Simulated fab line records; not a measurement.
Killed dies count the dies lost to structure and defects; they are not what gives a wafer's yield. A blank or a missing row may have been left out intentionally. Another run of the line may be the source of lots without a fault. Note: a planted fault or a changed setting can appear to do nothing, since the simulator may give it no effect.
fab line records	flow n5_finfet
record lots=3	wafers=9	last_day=18
route steps=1938 shown BEOL_M0_SAQP@646 BEOL_M4@1111 PASSIVATION@1936
lots with no fault: from the same line, run without faults
start_h: hours from the record's first day to the start of the lot's first wafer shown	wait_h: hours elapsed since this lot's preceding step	" repeats the value in the row above	L1.1+2: several wafers, shown together as one row	- no value, or no start was given	* or withheld: withheld	< > ~ a bound
route shown NAME@n: a module of which the file shows steps, and the number in the route of the first	usual: mean and standard deviation over wafers with no fault	same: alike in all rows	chamber/n: place in a boat	sites: the reading at each site	_std_site: the standard deviation of these	_edge_site: outer sites' mean less inner sites'	radius_mm: for every site, how far away it sits from the centre of the wafer	mask NAME#n: copy n	behind: the most recent tool/chamber to have shaped the wafer	hold: why the lot went on hold/how many hours it stayed there/how the hold came to an end	device: the n, p or np transistor that did not switch	end of line: the same wafers' tests at the end of the route	for a step that has no rows: nothing shown but its recipe	killed: count of dies lost to structure and defects at first sort (not the wafer's yield)	map: a wafer's dies, x killed, . not, _ none there
set.NAME: the setting the step ran with; set.NAME@STEP: the setting that earlier step ran with	model.NAME: the simulator's own value behind a step, which no gauge read
lots at some steps of the route; a table a step, a row a wafer
services: a tool's chamber out of use, with start hour (start_h, from the record's first day; less than 0 if before it), hours out, and reason
## steps
# step N5_BEOL_M0_SAQP_EXPOSE_11
# recipe mask_id=M0_CORE	na=1.35	source_shape=dipole	sigma_inner=0.538	sigma_outer=0.738	polarization=te	target_cd_nm=42	dose_mj=55
# step N5_BEOL_M0_SAQP_PEB_12
# recipe peb_temp_c=withheld	peb_time_s=60	resist=CAR-ArF
# step N5_BEOL_M0_SAQP_DEVELOP_13
# recipe develop_time_s=30	developer=TMAH	resist=CAR-ArF	dev_temp_c=23	rinse_liquid=diw	dry=air_spin
# step N5_BEOL_M0_SAQP_DESCUM_19
# recipe chemistry=O2	time_s=7.9	source_power_w=50	bias_power_w=20	pressure_mtorr=20	rf_frequency_hz=2.712e+07	temp_c=40	resist=CAR-ArF	o2_flow_sccm=225
# step N5_BEOL_M0_SAQP_ETCH_83
# recipe chemistry=CF4	target=SiARC	target_depth_a=390	mask_material=CAR-ArF	time_s=65	ion_energy_ev=80	pressure_mtorr=40	source_w=545	bias_w=36	Ar_flow_sccm=100	cf4_flow_sccm=100	ends=cleared
# step N5_BEOL_M0_SAQP_ETCH_84
# recipe chemistry=N2/H2	target=SOC	target_depth_a=1000	overetch_a=200	mask_material=SiARC	temp_c=40	time_s=150	ion_energy_ev=200	pressure_mtorr=30	source_w=840	bias_w=150	n2_flow_sccm=200	h2_flow_sccm=200
# step N5_BEOL_M0_SAQP_STRIP_80
# recipe chemistry=N2/H2	temp_c=40	n2_flow_sccm=200	h2_flow_sccm=200	rf_frequency_hz=6e+07
# step N5_BEOL_M0_SAQP_HM_OPEN_112
# recipe chemistry=CHF3/O2	target=SiO2	stop_on=a-Si	target_depth_a=120	over_etch_frac=1.25	mask_material=SOC	time_s=13.5	pressure_mtorr=30	source_w=650	bias_w=170	Ar_flow_sccm=200	CHF3_flow_sccm=50	O2_flow_sccm=5	ion_energy_ev=200	ends=end_point
# step N5_BEOL_M0_SAQP_STRIP_113
# recipe chemistry=CHF3/O2	resist=SiARC	rf_frequency_hz=6e+07
# step N5_BEOL_M0_SAQP_MANDREL_ETCH_20
# recipe target_depth_a=600	chemistry=HBr/Cl2	target=a-Si	stop_on=SiNx	bt_time_s=10	mask_material=SOC	over_etch_frac=0.5	time_s=30	pressure_mtorr=10	icp_w=800	bias_w=75	HBr_flow_sccm=150	Cl2_flow_sccm=80	ends=end_point
# usual drypump_motor_current_A=5.8/0.49	he_backside_leak_sccm=2.8/0.37	oes_product_au=0.771/0.012	throttle_valve_pct=35.48/0.28
# same bt_time_s=10
lot.wafer	tool	chamber	start_h	wait_h	drypump_motor_current_A	he_backside_leak_sccm	oes_product_au	rf_hours_counter_h	throttle_valve_pct	model.etch.depth_nm	model.SOC_of_BEOL_M0_SAQP_COAT_81.thk_nm	model.SiNx_of_BEOL_M0_SAQP_PECVD_97.thk_nm
L549.1	rie_si-03	3	144.98	0.0	6.3	2.8	0.767	82	35.65	60.09	76.4	17.8
L549.2	"	0	"	"	6.4	2.7	0.779	190	35.60	59.92	77	17.8
L549.6	"	3	"	"	6.3	2.8	0.777	-	35.66	61.56	76.4	18.4
L562.2	rie_si-03	2	241.20	0.0	6.1	2.5	0.680	15	35.50	47.06	87.6	20.4
L562.3	"	0	"	"	6.4	2.6	0.753	0	35.69	59	75.6	17.8
L562.4	"	3	"	"	6.3	2.8	0.785	83	35.65	60.92	76	18.6
L563.1	rie_si-06	1	247.95	0.0	5.5	2.9	0.782	73	35.66	60.41	76.2	17.8
L563.4	"	0	"	"	5.6	2.7	0.761	80	34.84	60.21	77.2	18.4
L563.5	"	3	"	"	5.2	2.5	0.763	-	35.32	60.93	76.4	18.4
# step N5_BEOL_M0_SAQP_STRIP_86
# recipe chemistry=N2/H2	power_w=500	temp_c=40	pressure_mtorr=50	rf_frequency_hz=6e+07	overash_fraction=0.3	bias_power_w=28	h2_frac=0.5	n2_flow_sccm=300	h2_flow_sccm=300
# step N5_BEOL_M0_SAQP_STRIP_115
# recipe chemistry=post_etch_residue_remover	time_s=60	temp_c=25	remover_ph=withheld	remover_water_wt_pct=withheld	remover_fluoride_wt_pct=withheld
# step N5_BEOL_M0_SAQP_SRD_93
# recipe dry=ipa_marangoni	time_s=30	temp_c=23	rinse_liquid=diw
# step N5_BEOL_M0_SAQP_RECESS_114
# recipe chemistry=HF/NH3	target=SiO2	target_depth_a=144	afs_cycles=3	temp_c=30	sublimation_temp_c=180	sublimation_time_s=60
# step N5_BEOL_M0_SAQP_SPACER1_ALD_98
# recipe material=SiO2	target_thk_a=128	temp_c=300	ald_precursor_family=BDEAS	ald_co_reactant=O2-plasma	pulse_time_s=1	purge_time_s=2	co_reactant_purge_time_s=2	ald_cycles=138	pressure_torr=2
# step N5_BEOL_M0_SAQP_SPACER1_ETCHBACK_99
# recipe chemistry=CHF3/O2	mode=anisotropic_etchback	target=SiO2	target_depth_a=154	time_s=7.7	pressure_mtorr=30	source_w=650	bias_w=170	Ar_flow_sccm=200	CHF3_flow_sccm=50	O2_flow_sccm=5	ion_energy_ev=200
# usual drypump_motor_current_A=5.9/0.49	oes_product_au=0.82/0.085	rf_vpp_V=519/7.8	showerhead_plenum_p_Torr=2.43/0.067	throttle_valve_pct=18.72/0.29
lot.wafer	tool	chamber	start_h	wait_h	drypump_motor_current_A	oes_product_au	rf_hours_counter_h	rf_vpp_V	showerhead_plenum_p_Torr	throttle_valve_pct
L549.1	rie_diel-03	3	146.66	0.3	6.6	0.95	9	515	2.47	18.66
L549.2	"	0	"	"	4.9	0.79	126	522	2.42	18.61
L549.6	"	2	"	"	5.7	0.75	-	517	2.42	18.75
L562.2	rie_diel-01	2	242.42	0.4	5.7	0.31	62	524	2.44	18.65
L562.3	"	0	"	"	6.5	0.80	124	514	2.41	18.65
L562.4	"	1	"	"	5.8	0.87	55	511	2.53	18.34
L563.1	rie_diel-01	2	249.36	0.3	5.7	0.83	64	524	2.44	18.79
L563.4	"	1	"	"	5.8	0.87	58	511	2.53	18.35
L563.5	"	3	"	"	5.4	0.92	-	534	2.37	18.47
# step N5_BEOL_M0_SAQP_MANDREL1_REMOVE_100
# recipe chemistry=HBr/Cl2/O2	bt_time_s=10	target=a-Si	stop_on=SiNx	endpoint=OES-SiCl	over_etch_frac=0.85	icp_w=600	bias_w=30	HBr_flow_sccm=150	Cl2_flow_sccm=80	O2_flow_sccm=5	pressure_mtorr=10
# step N5_BEOL_M0_SAQP_ETCH_101
# recipe chemistry=CH3F/O2	target=SiNx	mask_material=SiO2	target_depth_a=299	time_s=42.7	pressure_mtorr=30	source_w=395	bias_w=73	Ar_flow_sccm=150	CH3F_flow_sccm=30	O2_flow_sccm=20	ion_energy_ev=120
# step N5_BEOL_M0_SAQP_ETCH_102
# recipe chemistry=CF4	target=SiO2	target_depth_a=40	ion_energy_ev=350	time_s=4.4	pressure_mtorr=10	icp_w=800	bias_w=400	cf4_flow_sccm=80
# step N5_BEOL_M0_SAQP_MANDREL_ETCH_103
# recipe chemistry=HBr/Cl2	target=a-Si	target_depth_a=450	bt_time_s=10	stop_on=SiCN	mask_material=SiO2	over_etch_frac=0.8	time_s=27	pressure_mtorr=10	icp_w=800	bias_w=75	HBr_flow_sccm=150	Cl2_flow_sccm=80	ends=end_point
# step N5_BEOL_M0_SAQP_RECESS_104
# recipe chemistry=HF/NH3	target=SiO2	target_depth_a=180	afs_cycles=3	temp_c=30	sublimation_temp_c=180	sublimation_time_s=60
# step N5_BEOL_M0_SAQP_COAT_105
# recipe resist=SOC	temp_c=250	time_s=60	spin_rpm=1500	resist_thk_nm=100
# step N5_BEOL_M0_SAQP_ETCH_106
# recipe chemistry=N2/H2	target=SOC	target_depth_a=1500	stop_on=SiNx	ion_energy_ev=100	bias_w=61	pressure_mtorr=30	source_w=850	n2_flow_sccm=200	h2_flow_sccm=200
# usual drypump_motor_current_A=5.9/0.52	oes_product_au=0.80/0.093	rf_vpp_V=240.6/1.3	showerhead_plenum_p_Torr=2.54/0.082	throttle_valve_pct=17.74/0.3
lot.wafer	tool	chamber	start_h	wait_h	drypump_motor_current_A	oes_product_au	rf_hours_counter_h	rf_vpp_V	showerhead_plenum_p_Torr	throttle_valve_pct	model.SiNx_of_BEOL_M0_SAQP_PECVD_97.thk_nm
L549.1	rie_diel-02	0	147.64	-	5.6	0.94	6	239.9	2.49	17.52	14.8
L549.2	"	1	"	"	5.2	0.70	208	238.2	2.42	18.15	15
L549.6	"	3	"	"	6.2	0.69	-	238.9	2.42	18.08	15.4
L562.2	rie_diel-03	1	243.46	-	6.1	0.71	191	241.4	2.63	18.30	17.6
L562.3	"	0	"	"	4.9	0.76	159	240.5	2.53	17.58	14.8
L562.4	"	3	"	"	6.7	0.85	43	241.2	2.59	17.52	15.6
L563.1	rie_diel-01	0	250.37	-	6.4	0.79	127	240.7	2.55	17.60	14.8
L563.4	"	3	"	"	5.4	0.90	18	240.4	2.48	17.20	15.4
L563.5	"	1	"	"	5.8	0.85	-	241.0	2.69	17.35	15.4
# step N5_BEOL_M0_SAQP_ETCH_107
# recipe chemistry=CH3F/O2	target=SiNx	target_depth_a=300	mask_material=SOC	pressure_mtorr=30	source_w=395	bias_w=73	Ar_flow_sccm=150	CH3F_flow_sccm=30	O2_flow_sccm=20	ion_energy_ev=120
# step N5_BEOL_M0_SAQP_STRIP_108
# recipe chemistry=N2/H2	power_w=500	temp_c=40	pressure_mtorr=50	rf_frequency_hz=6e+07	overash_fraction=0.3	bias_power_w=28	h2_frac=0.5	n2_flow_sccm=300	h2_flow_sccm=300
# step N5_BEOL_M0_SAQP_RECESS_109
# recipe chemistry=HF/NH3	target=SiO2	target_depth_a=30	afs_cycles=1	temp_c=30	sublimation_temp_c=180	sublimation_time_s=60
# step N5_BEOL_M0_SAQP_SPACER2_ALD_26
# recipe material=SiO2	target_thk_a=150	temp_c=300	ald_precursor_family=BDEAS	ald_co_reactant=O2-plasma	pulse_time_s=1	purge_time_s=2	co_reactant_purge_time_s=2	pressure_torr=2
# step N5_BEOL_M0_SAQP_SPACER2_ETCHBACK_27
# recipe chemistry=CHF3/O2	mode=anisotropic_etchback	target=SiO2	target_depth_a=225	time_s=11.25	pressure_mtorr=30	source_w=650	bias_w=170	Ar_flow_sccm=200	CHF3_flow_sccm=50	O2_flow_sccm=5	ion_energy_ev=200
# step N5_BEOL_M0_SAQP_MANDREL2_REMOVE_110
# recipe chemistry=HBr/Cl2/O2	bt_time_s=10	target=a-Si	stop_on=SiCN	endpoint=OES-SiCl	over_etch_frac=1	icp_w=600	bias_w=30	HBr_flow_sccm=150	Cl2_flow_sccm=80	O2_flow_sccm=5	pressure_mtorr=10
# step N5_BEOL_M0_SAQP_COAT_69
# recipe resist=SOC	temp_c=250	time_s=60	spin_rpm=1500	resist_thk_nm=90
# step N5_BEOL_M0_SAQP_COAT_72
# recipe resist=SiARC	temp_c=220	time_s=60	spin_rpm=1500	resist_thk_nm=15
# step N5_BEOL_M0_SAQP_COAT_87
# recipe resist=underlayer	temp_c=205	time_s=60	spin_rpm=1500	resist_thk_nm=5
# step N5_BEOL_M0_SAQP_COAT_34
# recipe resist=CAR-EUV	spin_rpm=1500	resist_thk_nm=30
# step N5_BEOL_M0_SAQP_EBR_36
# recipe solvent=PGMEA	ebr_width_mm=1.5
# step N5_BEOL_M0_SAQP_SOFTBAKE_35
# recipe temp_c=110	time_s=60	resist=CAR-EUV
# step N5_BEOL_M0_SAQP_EXPOSE_37
# recipe mask_id=M0_CUT1	na=0.33	source_shape=annular	sigma_inner=0.35	sigma_outer=0.8	polarization=unpolarized	target_cd_nm=30	dose_mj=44.75
# step N5_BEOL_M0_SAQP_PEB_38
# recipe peb_temp_c=100	peb_time_s=60	resist=CAR-EUV
# step N5_BEOL_M0_SAQP_INSPECT_42
# recipe mode=adi	inspect_instrument=brightfield
# usual raw_defect_count=289/74
lot.wafer	tool	chamber	start_h	wait_h	raw_defect_count
L549.1	defect_inspect-01	-	149.09	0.1	329
L549.2	"	-	"	"	292
L549.6	"	-	"	"	290
L562.2	defect_inspect-02	-	245.27	0.0	2105
L562.3	"	-	"	"	252
L562.4	"	-	"	"	359
L563.1	defect_inspect-01	-	252.18	0.1	237
L563.4	"	-	"	"	225
L563.5	"	-	"	"	216
# step N5_BEOL_M4_RC_MEAS_101
# usual DIBL_N=37.2/2.1	DIBL_P=37.3/2.3	IOFF_N=0.18/0.041	IOFF_P=0.24/0.042	ION_N=680/13	ION_P=466/7.7	SS_N=71.8/0.68	SS_P=73.5/0.66	VT_N=249/3.6	VT_P=-248/3.4
lot.wafer	tool	chamber	start_h	wait_h	DIBL_N[mV/V]	DIBL_P[mV/V]	IOFF_N[nA/um]	IOFF_P[nA/um]	ION_N[uA/um]	ION_P[uA/um]	SS_N[mV/dec]	SS_P[mV/dec]	VT_N[mV]	VT_P[mV]
L549.1	prober-02	0	209.74	0.0	36.1	36.5	0.16	0.23	678	471	71.5	74.3	248	-249
L549.2	"	0	"	"	36.8	37.5	0.18	0.24	685	473	72.6	73.9	249	-247
L549.6	"	0	"	"	32.6	32.1	0.10	0.16	655	458	70.3	73.3	258	-253
L562.3	prober-01	0	308.67	0.7	38.2	38.7	0.16	0.23	661	453	72.4	73.8	252	-253
L562.4	"	0	"	"	35.9	35.5	0.12	0.19	665	464	71.0	72.7	252	-254
L563.1	prober-02	0	312.96	0.0	36.9	35.6	0.15	0.21	683	469	71.1	73.1	251	-250
L563.4	"	0	"	"	37.4	36.3	0.16	0.21	673	471	71.7	73.4	251	-248
L563.5	"	0	"	"	40.1	38.5	0.21	0.25	682	470	72.7	74.0	247	-247
# step N5_PASSIVATION_PROBE_49
# usual defect_limited_yield=91.0/1.6	killed_at_M0_to_M3=35/11	killed_at_M4_up=14/5.3	killed_at_contacts=13/6.7	killed_at_front_end=41/12	killed_at_other=3.9/2.7	killed_dies=106/19	killed_on_rim=14/4	killed_open=70/14	killed_short=35/8.8	sort_bin_5_function=5.3/1	sort_bin_6_memory=3.3/0.81	sort_n_pass=1073/19	sort_yield_pct=91.0/1.6
# same gross_dies=1180	killed_at_back_side=0	sort_bin_4_leakage[%]=0	sort_bin_8_speed[%]=0
lot.wafer	tool	chamber	start_h	wait_h	defect_limited_yield[%]	killed_at_M0_to_M3	killed_at_M4_up	killed_at_contacts	killed_at_front_end	killed_at_other	killed_dies	killed_on_rim	killed_open	killed_short	sort_bin_5_function[%]	sort_bin_6_memory[%]	sort_n_pass	sort_yield_pct[%]
L549.1	prober-01	-	323.98	0.0	91.5	32	9	3	55	1	100	9	66	33	4.9	3.3	1080	91.5
L549.2	prober-01	-	324.03	0.1	91.9	22	13	7	48	6	96	17	62	33	5.1	2.7	1084	91.9
L549.6	prober-01	-	324.23	0.3	89.7	43	6	23	45	5	122	15	72	50	5.8	3.9	1058	89.7
L563.5	prober-01	-	413.50	0.2	89.7	47	14	10	48	3	122	12	83	36	5.2	4.7	1058	89.7
L562.2	prober-01	-	422.83	0.1	0	1107	9	16	46	2	1180	152	96	35	94.4	5.2	0	0
L562.3	prober-01	-	422.88	0.1	89.8	40	8	14	57	1	120	16	66	41	5.4	3.6	1060	89.8
L562.4	prober-01	-	422.93	0.2	90.1	40	8	16	52	1	117	18	81	35	5.9	3.6	1063	90.1
# killed by level:class
L549.1 STI_FIN_REVEAL:geometric_particle:open=15 BEOL_M0_SAQP:geometric_particle:short=9 BEOL_M0_SAQP:geometric_particle:open=8 FIN_SAQP:geometric_particle:open=7 BEOL_M3:geometric_particle:open=7 STI_FIN_REVEAL:geometric_particle:short=6 STARTING-WAFER:geometric_particle:open=5 FIN_SAQP:geometric_particle:short=4
L549.2 STI_FIN_REVEAL:geometric_particle:open=14 BEOL_M0_SAQP:geometric_particle:short=10 FIN_SAQP:geometric_particle:open=9 FIN_SAQP:geometric_particle:short=8 DUMMY_GATE:geometric_particle:open=7 MOL_CONTACT_COAG:geometric_particle:open=7 BEOL_M5:geometric_particle:open=6 BEOL_M0_SAQP:geometric_particle:open=4
L549.6 MOL_CONTACT_COAG:geometric_particle:open=14 BEOL_M0_SAQP:geometric_particle:short=14 FIN_SAQP:geometric_particle:open=9 MOL_CONTACT_COAG:geometric_particle:short=9 BEOL_M2:geometric_particle:open=9 FIN_SAQP:geometric_particle:short=8 STI_FIN_REVEAL:geometric_particle:open=7 STARTING-WAFER:geometric_particle:open=6
L563.5 BEOL_M1:geometric_particle:open=15 BEOL_M3:geometric_particle:open=14 FIN_SAQP:geometric_particle:open=10 FIN_SAQP:geometric_particle:short=9 MOL_CONTACT_COAG:geometric_particle:open=9 BEOL_M1:geometric_particle:short=7 BEOL_M4:geometric_particle:open=6 STI_FIN_REVEAL:geometric_particle:open=5
L562.2 BEOL_M0_SAQP:area_etch=1048 STI_FIN_REVEAL:geometric_particle:open=21 BEOL_M0_SAQP:geometric_particle:open=19 BEOL_M2:geometric_particle:open=15 MOL_CONTACT_COAG:geometric_particle:open=13 BEOL_M0_SAQP:geometric_particle:short=13 BEOL_M1:geometric_particle:open=8 STI_FIN_REVEAL:geometric_particle:short=6
L562.3 STI_FIN_REVEAL:geometric_particle:open=11 MOL_CONTACT_COAG:geometric_particle:open=11 BEOL_M0_SAQP:geometric_particle:short=10 HKMG_FIN:area_etch=10 FIN_SAQP:geometric_particle:open=9 BEOL_M0_SAQP:geometric_particle:open=9 GATE_CUT:geometric_particle:short=8 BEOL_M3:geometric_particle:open=6
L562.4 STI_FIN_REVEAL:geometric_particle:open=22 MOL_CONTACT_COAG:geometric_particle:open=14 BEOL_M0_SAQP:geometric_particle:short=10 BEOL_M0_SAQP:geometric_particle:open=9 FIN_SAQP:geometric_particle:open=7 GATE_CUT:geometric_particle:short=7 BEOL_M2:geometric_particle:open=7 BEOL_M1:geometric_particle:open=5
# map L562.2 (x killed, . not)
_________________xxxxxxxxxxxx________________
______________xxxxxxxxxxxxxxxxxx_____________
___________xxxxxxxxxxxxxxxxxxxxxxxx__________
__________xxxxxxxxxxxxxxxxxxxxxxxxxx_________
________xxxxxxxxxxxxxxxxxxxxxxxxxxxxxx_______
_______xxxxxxxxxxxxxxxxxxxxxxxxxxxxxxxx______
______xxxxxxxxxxxxxxxxxxxxxxxxxxxxxxxxxx_____
_____xxxxxxxxxxxxxxxxxxxxxxxxxxxxxxxxxxxx____
____xxxxxxxxxxxxxxxxxxxxxxxxxxxxxxxxxxxxxx___
___xxxxxxxxxxxxxxxxxxxxxxxxxxxxxxxxxxxxxxxx__
___xxxxxxxxxxxxxxxxxxxxxxxxxxxxxxxxxxxxxxxx__
__xxxxxxxxxxxxxxxxxxxxxxxxxxxxxxxxxxxxxxxxxx_
__xxxxxxxxxxxxxxxxxxxxxxxxxxxxxxxxxxxxxxxxxx_
_xxxxxxxxxxxxxxxxxxxxxxxxxxxxxxxxxxxxxxxxxxxx
_xxxxxxxxxxxxxxxxxxxxxxxxxxxxxxxxxxxxxxxxxxxx
_xxxxxxxxxxxxxxxxxxxxxxxxxxxxxxxxxxxxxxxxxxxx
_xxxxxxxxxxxxxxxxxxxxxxxxxxxxxxxxxxxxxxxxxxxx
_xxxxxxxxxxxxxxxxxxxxxxxxxxxxxxxxxxxxxxxxxxxx
_xxxxxxxxxxxxxxxxxxxxxxxxxxxxxxxxxxxxxxxxxxxx
_xxxxxxxxxxxxxxxxxxxxxxxxxxxxxxxxxxxxxxxxxxxx
_xxxxxxxxxxxxxxxxxxxxxxxxxxxxxxxxxxxxxxxxxxxx
__xxxxxxxxxxxxxxxxxxxxxxxxxxxxxxxxxxxxxxxxxx_
__xxxxxxxxxxxxxxxxxxxxxxxxxxxxxxxxxxxxxxxxxx_
___xxxxxxxxxxxxxxxxxxxxxxxxxxxxxxxxxxxxxxxx__
___xxxxxxxxxxxxxxxxxxxxxxxxxxxxxxxxxxxxxxxx__
____xxxxxxxxxxxxxxxxxxxxxxxxxxxxxxxxxxxxxx___
_____xxxxxxxxxxxxxxxxxxxxxxxxxxxxxxxxxxxx____
______xxxxxxxxxxxxxxxxxxxxxxxxxxxxxxxxxx_____
_______xxxxxxxxxxxxxxxxxxxxxxxxxxxxxxxx______
________xxxxxxxxxxxxxxxxxxxxxxxxxxxxxx_______
__________xxxxxxxxxxxxxxxxxxxxxxxxxx_________
___________xxxxxxxxxxxxxxxxxxxxxxxx__________
______________xxxxxxxxxxxxxxxxxx_____________
_________________xxxxxxxxxxxx________________
# map L549.6 (x killed, . not)
_________________....x.......________________
______________.................._____________
___________.........x.x..x.........__________
__________..................x......._________
________x...x.....x...............x..x_______
_______.........x......x.............x.______
______.........xx..........x............_____
_____.......x.x.....x...................x____
____....................x......x....x....x___
___......x..x........x............x....x...__
___................................x.......__
__....x.....x.....................x.......xx_
__......x.x.x....x........x.x..x............_
_......x.........xxx.....x.x.......xx....x...
_...x....xx.......x...........x............x.
_..........................x..xx..x.....x.x..
_.......x.x........x.x...x...............x...
_.......xx...........................x.......
_...........x.............x....x.............
_...............x............................
_.......................x....x.........xx....
__.....x.x..x.x...........................x._
__.................x.............x.......x.._
___........................x...............__
___.....x.....x........x..x................__
____.x.x..x.x.............................___
_____xx.....................x...x........____
______..........x......x.....x.....x...._____
_______...........x...x........x..x.x..______
________.....x......x.....x.......x..._______
__________.x.x......................_________
___________.....x......x...x....xx.__________
______________.................._____________
_________________..........x.________________
## services
tool	chamber	start_h	hours	kind
rie_si-06	3	148.72	5.3	repair
rie_diel-02	2	152.47	-	clean
rie_diel-02	2	152.47	-	consumable_replace:focus_ring
rie_diel-02	2	152.47	24.3	scheduled_down
rie_diel-02	2	152.47	24.3	vent_cycle
rie_diel-03	2	170.50	10.6	repair
rie_diel-01	3	172.28	-	clean
rie_diel-01	3	172.28	-	consumable_replace:focus_ring
rie_diel-01	3	172.28	17.3	scheduled_down
rie_diel-01	3	172.28	17.3	vent_cycle
rie_si-03	0	179.04	-	clean
rie_si-03	0	179.04	17.6	scheduled_down
rie_si-03	0	179.04	17.6	vent_cycle
rie_diel-02	-	186.52	0.8	repair
rie_si-03	0	211.39	15.0	repair
rie_diel-01	3	216.72	5.4	repair
rie_diel-02	-	226.79	14.6	pm
## key
first_sign step=N5_BEOL_M0_SAQP_MANDREL_ETCH_20	reading=oes_product_au	direction=down	sigmas=7.3	usual=0.771	struck=0.680
effect step=N5_BEOL_M0_SAQP_SPACER1_ETCHBACK_99	reading=oes_product_au	direction=down	sigmas=6.1	usual=0.82	struck=0.31
effect step=N5_BEOL_M0_SAQP_INSPECT_42	reading=raw_defect_count	direction=up	sigmas=25	usual=289	struck=2105
effect step=N5_PASSIVATION_PROBE_49	reading=killed_at_M0_to_M3	direction=up	sigmas=94	usual=35	struck=1107
model_effect step=N5_BEOL_M0_SAQP_MANDREL_ETCH_20	value=etch.depth_nm	without=58.97	struck=47.06
model_effect step=N5_BEOL_M0_SAQP_ETCH_106	value=SiNx_of_BEOL_M0_SAQP_PECVD_97.thk_nm	without=15.4	struck=17.6
more_kills_born_at N5_BEOL_M0_SAQP_MANDREL_ETCH_20@rie_si-03=1048
met_at N5_BEOL_M0_SAQP_MANDREL_ETCH_20
struck_wafers L562.2
later_rows_left_out L562.2
baseline_loss step=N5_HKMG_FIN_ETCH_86	wafers=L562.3
onset_between 144.98 241.20
fault kind=process_parameter_drift	tool=rie_si-03	chamber=-	onset_h=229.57	steps=N5_BEOL_M0_SAQP_MANDREL_ETCH_20	channel=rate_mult	offset=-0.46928	shape=step	end_h=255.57	scope=struck_wafers_only
# later_rows_left_out: the simulator's readings of these wafers behind a module that went badly wrong aren't trusted and aren't shown, but for the sort
# baseline_loss: these wafers lose ten dies or more at that step, a loss of the line's own and not of a fault; the sort's usual values leave them out
